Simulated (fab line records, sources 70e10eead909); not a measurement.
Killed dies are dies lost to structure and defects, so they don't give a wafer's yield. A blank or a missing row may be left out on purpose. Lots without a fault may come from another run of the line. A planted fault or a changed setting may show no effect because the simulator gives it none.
Which tool did it? | flow nand_harc | 12 lots, 33 wafers sampled, at 5 steps of a route of 1159

WHAT THE GAUGES READ, wafer by wafer
NHARC_END_SORT_01. Usual: killed_at_array 29, standard deviation 9.4; killed_at_other 0.7, standard deviation 1.3; killed_at_periphery 2.9, standard deviation 2.1; killed_dies 32, standard deviation 9; killed_open 3.3, standard deviation 1.8; killed_short 1.9, standard deviation 1.4.
lot  | measured     | on        | killed_at_array | killed_at_other | killed_at_periphery | killed_dies | killed_open | killed_short | flag
L264 | day 22 07:00 | prober-01 | 675 15          | 0 0             | 2 6                 | 677 21      | 2 2         | 3 1          | OFF
L267 | day 22 09:25 | prober-02 | 47 674          | 0 0             | 4 3                 | 51 677      | 3 3         | 4 3          | OFF
L268 | day 22 17:11 | prober-01 | 669 15          | 1 1             | 7 4                 | 677 20      | 3 4         | 2 0          | OFF

WHICH TOOL RAN EACH LOT (tool, then ch and the chambers of the sampled wafers, then the start)
lot  | NHARC_A_SLIT_ETCH_29               | NHARC_A_WL_FILL_RTA_01           | NHARC_A_WL_FILL_ALD_02              | NHARC_A_WL_FILL_ALD_10
L255 | rie_diel-07 ch 0,1,3, day 14 09:25 | rtp_anneal-02 ch 0, day 14 18:15 | ald_metal-01 ch 1,2,3, day 14 18:32 | ald_hk-02 ch 1,2,3, day 15 09:28
L257 | rie_diel-07 ch 0,1, day 15 15:56   | rtp_anneal-01 ch 0, day 15 23:39 | ald_metal-04 ch 0,2,3, day 15 23:49 | ald_hk-02 ch 1,2,3, day 16 13:56
L258 | rie_diel-06 ch 0,1, day 15 17:37   | rtp_anneal-02 ch 0, day 15 23:51 | ald_metal-03 ch 0,1, day 15 23:59   | ald_hk-02 ch 0,2,3, day 16 17:32
L260 | rie_diel-07 ch 2,3, day 16 10:38   | rtp_anneal-02 ch 0, day 16 19:34 | ald_metal-04 ch 1,2, day 16 19:52   | ald_hk-01 ch 1,2, day 17 05:49
L264 | rie_diel-02 ch 1,3, day 16 18:24   | rtp_anneal-02 ch 0, day 17 03:01 | ald_metal-03 ch 0,3, day 17 03:14   | ald_hk-02 ch 0,2, day 18 02:58
L267 | rie_diel-06 ch 0,1, day 17 07:01   | rtp_anneal-02 ch 0, day 17 14:15 | ald_metal-03 ch 0,3, day 17 14:28   | ald_hk-04 ch 0,1, day 18 09:40
L268 | rie_diel-07 ch 1,2, day 17 16:24   | rtp_anneal-01 ch 0, day 18 01:04 | ald_metal-03 ch 1, day 18 01:11     | ald_hk-02 ch 0,1, day 18 14:29
L270 | rie_diel-02 ch 0,1, day 18 03:48   | rtp_anneal-01 ch 0, day 18 12:24 | ald_metal-04 ch 2,3, day 18 12:40   | ald_hk-04 ch 0,2,3, day 18 23:01
L272 | rie_diel-07 ch 0,1,3, day 18 17:34 | rtp_anneal-01 ch 0, day 19 01:35 | ald_metal-04 ch 2,3, day 19 01:47   | ald_hk-01 ch 0,3, day 19 17:07
L271 | rie_diel-07 ch 1,2,3, day 18 18:32 | rtp_anneal-01 ch 0, day 19 01:43 | ald_metal-01 ch 0,1,2, day 19 01:55 | ald_hk-01 ch 1,2,3, day 19 20:11
L273 | rie_diel-07 ch 0,1,2, day 18 20:14 | rtp_anneal-02 ch 0, day 19 04:46 | ald_metal-04 ch 0,1,3, day 19 05:01 | ald_hk-01 ch 0,2,3, day 19 22:47
L275 | rie_diel-02 ch 0,1,2, day 19 00:33 | rtp_anneal-02 ch 0, day 19 09:08 | ald_metal-04 ch 1,2,3, day 19 09:25 | ald_hk-01 ch 0,1,2, day 20 08:17
- NHARC_A_SLIT_ETCH_29: etches the open film in CF4/O2, target depth 100 nm, overetch 10 nm, time 55 s.
- NHARC_A_WL_FILL_RTA_01: time 5 s.
- NHARC_A_WL_FILL_ALD_02: deposits TiN, target thk 2 nm, pulse time 3 s, ald cycles 100.
- NHARC_A_WL_FILL_ALD_10: deposits SiO2, target thk 50 nm, pulse time 10 s, ald cycles 500.

WHAT THE TOOLS THEMSELVES READ (means of the sampled wafers that have a number; where no wafer has one, the mark that the record gives instead)
NHARC_A_SLIT_ETCH_29. Usual: bias_w 100.00 W, standard deviation 0.29; drypump_motor_current_A 5.9 A, standard deviation 0.3; oes_o_777_au 1.000 a.u., standard deviation 0.0045; oes_product_au 1.002 a.u., standard deviation 0.0098; rf_vpp_V 197.9 V, standard deviation 1.1; showerhead_plenum_p_Torr 1.35 Torr, standard deviation 0.04; throttle_valve_pct 13.398 %, standard deviation 0.0083.
lot  | tool        | bias_w (W) | drypump_motor_current_A (A) | oes_o_777_au (a.u.) | oes_product_au (a.u.) | rf_vpp_V (V) | showerhead_plenum_p_Torr (Torr) | throttle_valve_pct (%) | flag
L255 | rie_diel-07 | 99.81      | 5.7                         | 1.001               | 1.005                 | 198.9        | 1.37                            | 13.393                 |
L257 | rie_diel-07 | 100.28     | 6.1                         | 1.001               | 1.005                 | 198.0        | 1.36                            | 13.406                 |
L258 | rie_diel-06 | 100.00     | 6.0                         | 0.999               | 1.002                 | 197.7        | 1.33                            | 13.401                 |
L260 | rie_diel-07 | 99.59      | 5.5                         | 1.000               | 0.996                 | 198.5        | 1.37                            | 13.398                 |
L264 | rie_diel-02 | 99.77      | 6.0                         | 1.000               | 1.012                 | 197.1        | 1.29                            | 13.402                 |
L267 | rie_diel-06 | 100.03     | 6.1                         | 1.000               | 1.008                 | 197.4        | 1.33                            | 13.398                 |
L268 | rie_diel-07 | 100.05     | 5.6                         | 0.999               | 1.004                 | 199.2        | 1.40                            | 13.402                 |
L270 | rie_diel-02 | 100.30     | 6.0                         | 1.002               | 1.004                 | 197.5        | 1.33                            | 13.393                 |
L272 | rie_diel-07 | 99.90      | 5.7                         | 0.998               | 1.005                 | 198.7        | 1.37                            | 13.400                 |
L271 | rie_diel-07 | 100.24     | 5.5                         | 0.996               | 0.998                 | 199.6        | 1.39                            | 13.397                 |
L273 | rie_diel-07 | 100.16     | 5.9                         | 1.000               | 1.003                 | 198.1        | 1.38                            | 13.400                 |
L275 | rie_diel-02 | 100.22     | 5.9                         | 1.001               | 0.995                 | 198.9        | 1.36                            | 13.398                 |

NHARC_A_WL_FILL_RTA_01. Usual: anneal_temp_c_max 1005.1, standard deviation 2.6; lamp_power_pct 32.9 %, standard deviation 1.7; lamp_zone_1_pct 32.9 %, standard deviation 1.7; wafer_temp_C_max 1003.5, standard deviation 1.1.
lot  | tool          | anneal_temp_c_max | lamp_power_pct (%) | lamp_zone_1_pct (%) | wafer_temp_C_max | flag
L255 | rtp_anneal-02 | 1003.2            | 31.5               | 31.5                | 1003.2           |
L257 | rtp_anneal-01 | 1007.1            | 35.0               | 34.9                | 1004.2           |
L258 | rtp_anneal-02 | 1003.7            | 31.4               | 31.4                | 1003.3           |
L260 | rtp_anneal-02 | 1002.3            | 31.4               | 31.4                | 1002.8           |
L264 | rtp_anneal-02 | 1003.0            | 31.4               | 31.4                | 1003.5           |
L267 | rtp_anneal-02 | 1003.0            | 31.4               | 31.4                | 1002.3           |
L268 | rtp_anneal-01 | 1007.0            | 35.0               | 35.0                | 1003.9           |
L270 | rtp_anneal-01 | 1008.0            | 35.0               | 34.9                | 1004.0           |
L272 | rtp_anneal-01 | 1009.2            | 35.0               | 35.0                | 1005.1           |
L271 | rtp_anneal-01 | 1006.6            | 35.0               | 35.0                | 1004.2           |
L273 | rtp_anneal-02 | 1003.1            | 31.4               | 31.4                | 1002.9           |
L275 | rtp_anneal-02 | 1002.8            | 31.4               | 31.5                | 1002.2           |

NHARC_A_WL_FILL_ALD_02. Usual: heater_power_w 1021 W, standard deviation 100; precursor_pulse_height_rel 0.998, standard deviation 0.021.
lot  | tool         | heater_power_w (W) | precursor_pulse_height_rel | flag
L255 | ald_metal-01 | 1098               | 1.002                      |
L257 | ald_metal-04 | 1033               | 0.997                      |
L258 | ald_metal-03 | 948                | 1.003                      |
L260 | ald_metal-04 | 976                | 0.992                      |
L264 | ald_metal-03 | 844                | 0.998                      |
L267 | ald_metal-03 | 856                | 1.007                      |
L268 | ald_metal-03 | 1064               | 1.002                      |
L270 | ald_metal-04 | 1002               | 0.991                      |
L272 | ald_metal-04 | 1019               | 0.982                      |
L271 | ald_metal-01 | 1081               | 0.994                      |
L273 | ald_metal-04 | 1026               | 0.999                      |
L275 | ald_metal-04 | 996                | 0.996                      |

NHARC_A_WL_FILL_ALD_10. Usual: heater_power_w 459 W, standard deviation 52; precursor_pulse_height_rel 1.000, standard deviation 0.017.
lot  | tool      | heater_power_w (W) | precursor_pulse_height_rel | flag
L255 | ald_hk-02 | 492                | 1.006                      |
L257 | ald_hk-02 | 494                | 0.982                      |
L258 | ald_hk-02 | 503                | 1.018                      |
L260 | ald_hk-01 | 412                | 1.000                      |
L264 | ald_hk-02 | 474                | 1.010                      |
L267 | ald_hk-04 | 454                | 1.002                      |
L268 | ald_hk-02 | 418                | 1.000                      |
L270 | ald_hk-04 | 499                | 0.992                      |
L272 | ald_hk-01 | 422                | 1.012                      |
L271 | ald_hk-01 | 420                | 0.987                      |
L273 | ald_hk-01 | 416                | 1.003                      |
L275 | ald_hk-01 | 425                | 0.995                      |

THE ANSWER, worked out from the rows above alone
Rule: a lot is off if the mean of its wafers that have a number lies more than 3 standard deviations from the usual mean. A lot without any number at a reading at which 4 lots or more have one is off too. The other lots that the step has rows for count as sound. The gauges are gone through in route order, then the tools' own readings, and for those a lot's mean is taken as printed above. The first step at which some lot is off is used, and at that step the reading that is off furthest; a lot without a number counts as furthest.
Off: L264, L267, L268, at NHARC_END_SORT_01 (killed_dies). Neither off nor sound, because the step has no rows for them: L255, L257, L258, L260, L270, L272, L271, L273, L275.
A tool fits if, at a process step before that reading, it ran every lot that is off, and no sound lot after the first of them. The gauges at NHARC_END_SORT_01 are tried like those tools. One fits: ald_metal-03 at NHARC_A_WL_FILL_ALD_02. It ran no sound lot before its first lot that is off in this sample, so the start can't be narrowed down.

WHAT THE SIMULATOR HAD PUT IN
Process parameter drift: ald_metal-03, from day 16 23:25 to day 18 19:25, at NHARC_A_WL_FILL_ALD_02. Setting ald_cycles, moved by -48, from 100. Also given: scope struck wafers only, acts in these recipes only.
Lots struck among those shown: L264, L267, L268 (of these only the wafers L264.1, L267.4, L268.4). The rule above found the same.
